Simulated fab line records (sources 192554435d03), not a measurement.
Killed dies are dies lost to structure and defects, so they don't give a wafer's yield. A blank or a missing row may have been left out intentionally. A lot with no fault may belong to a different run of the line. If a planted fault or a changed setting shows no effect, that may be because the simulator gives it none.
Which tool did it?    flow n5Finfet    Sampling: 12 lots, 36 wafers, 2 of 1938 route steps

## WHAT THE GAUGES READ, wafer by wafer
N5_BEOL_M5_INSPECT_58: inspects for defects (darkfield).
lot   measured      on                rawDefectCount
L075  day 9 04:35   defectInspect-01  82 83 81
L076  day 9 12:11   defectInspect-02  109 99 91
L079  day 9 22:02   defectInspect-01  54 66 58
L082  day 10 11:58  defectInspect-02  35 57 43
L084  day 10 22:53  defectInspect-02  32 89 44
L085  day 11 14:20  defectInspect-02  73 70 62
L088  day 12 07:56  defectInspect-02  39 75 58
L089  day 12 15:53  defectInspect-02  104 73 90
L090  day 12 21:07  defectInspect-01  78 126 93
L093  day 13 14:10  defectInspect-01  92 65 45
L095  day 14 08:31  defectInspect-01  74 77 67
L097  day 14 13:09  defectInspect-01  92 70 75

## EACH LOT AND THE TOOL THAT RAN IT (in order: tool; ch and the chambers of the sampled wafers; start)
lot   N5_BEOL_M5_CO_CAP_78
L075  cvdCo-01 ch 0, day 9 04:20
L076  cvdCo-02 ch 0,2, day 9 11:57
L079  cvdCo-02 ch 0,1,2, day 9 21:49
L082  cvdCo-02 ch 0,2, day 10 11:44
L084  cvdCo-02 ch 0,1, day 10 22:41
L085  cvdCo-01 ch 0,1,2, day 11 14:08
L088  cvdCo-01 ch 0,1,2, day 12 07:43
L089  cvdCo-02 ch 0,1, day 12 15:40
L090  cvdCo-02 ch 0,2, day 12 20:54
L093  cvdCo-02 ch 0,1, day 13 13:58
L095  cvdCo-02 ch 0,1,2, day 14 08:18
L097  cvdCo-02 ch 1,2, day 14 12:56
- N5_BEOL_M5_CO_CAP_78: material Co, precursor CCTBA/H2, target thk 2 nm, time 102.1 s.

## THE ANSWER, worked out from the rows above alone
Rule: the usual values come from the lots themselves. Put in order of their means at a reading, lots are off if they are a third of the lots or fewer, leave a main group of 4 or more, and stand apart from it by a gap of 3 or more times the standard deviation of the main group's means; of several such gaps the widest counts. A main group is skipped when, at the precision printed for the reading in the tables above, its means are all equal. A lot without any number at a reading at which 4 lots or more have one is off too. All remaining lots with rows at the step are treated as sound.
None of the lots is off at any reading shown; this tells nothing.

## WHAT HAD BEEN PUT IN BY THE SIMULATOR
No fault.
